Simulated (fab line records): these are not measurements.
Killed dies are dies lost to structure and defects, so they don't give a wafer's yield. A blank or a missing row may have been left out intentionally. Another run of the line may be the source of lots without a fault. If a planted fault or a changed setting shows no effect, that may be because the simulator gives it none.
Chamber matching | flow n5Finfet | 4 sister chambers for N5_BEOL_M15_TRENCH_ETCH_34 on rieDiel-04
The step etches SiO2 in C4F8/O2/Ar, target depth 872.93 nm, time 199 s. 8 wafers are shown with their chamber, then 10 later ones without.

== WAFERS, EACH WITH ITS CHAMBER ==
wafer  | chamber | drypumpMotorCurrentA (A) | showerheadPlenumPTorr (Torr)
L076.5 | 0       | 5.1                      | 3.33
L079.1 | 2       | 6.0                      | 3.51
L083.4 | 2       | 6.0                      | 3.51
L083.6 | 0       | 5.1                      | 3.32
L082.2 | 1       | 5.5                      | 3.43
L082.5 | 3       | 6.5                      | 3.16
L084.1 | 1       | 5.5                      | 3.43
L084.2 | 3       | 6.4                      | 3.16

== WAFERS WITH NO CHAMBER GIVEN ==
wafer  | drypumpMotorCurrentA (A) | showerheadPlenumPTorr (Torr)
L084.4 | 5.1                      | 3.32
L091.2 | 6.0                      | 3.50
L091.4 | 5.1                      | 3.31
L091.5 | 5.5                      | 3.42
L092.2 | 5.1                      | 3.31
L092.4 | 6.4                      | 3.15
L092.6 | 6.4                      | 3.15
L090.2 | 5.5                      | 3.42
L090.4 | 5.9                      | 3.50
L090.6 | 6.4                      | 3.15

== EACH ONE'S CHAMBER ==
wafer  | from the rows above | in truth
L084.4 | 0                   | 0
L091.2 | 2                   | 2
L091.4 | 0                   | 0
L091.5 | 1                   | 1
L092.2 | 0                   | 0
L092.4 | 3                   | 3
L092.6 | 3                   | 3
L090.2 | 1                   | 1
L090.4 | 2                   | 2
L090.6 | 3                   | 3
Correctly placed: 10 of 10. Not placeable from these rows: 0. 0 placed wrongly.
How it was worked out, from the rows above alone: a wafer's distance from a chamber is the root of the sum, over the readings, of the square of ((its reading less the chamber's mean) divided by the reading's scatter). If the next closest chamber is less than 2 further off than the closest, the wafer can't be placed; otherwise it belongs to the closest. A chamber's mean is the mean of its shown wafers. The scatter: the root of (the sum of the squares of (reading less its chamber's mean) over the shown wafers, divided by (wafers less chambers)).
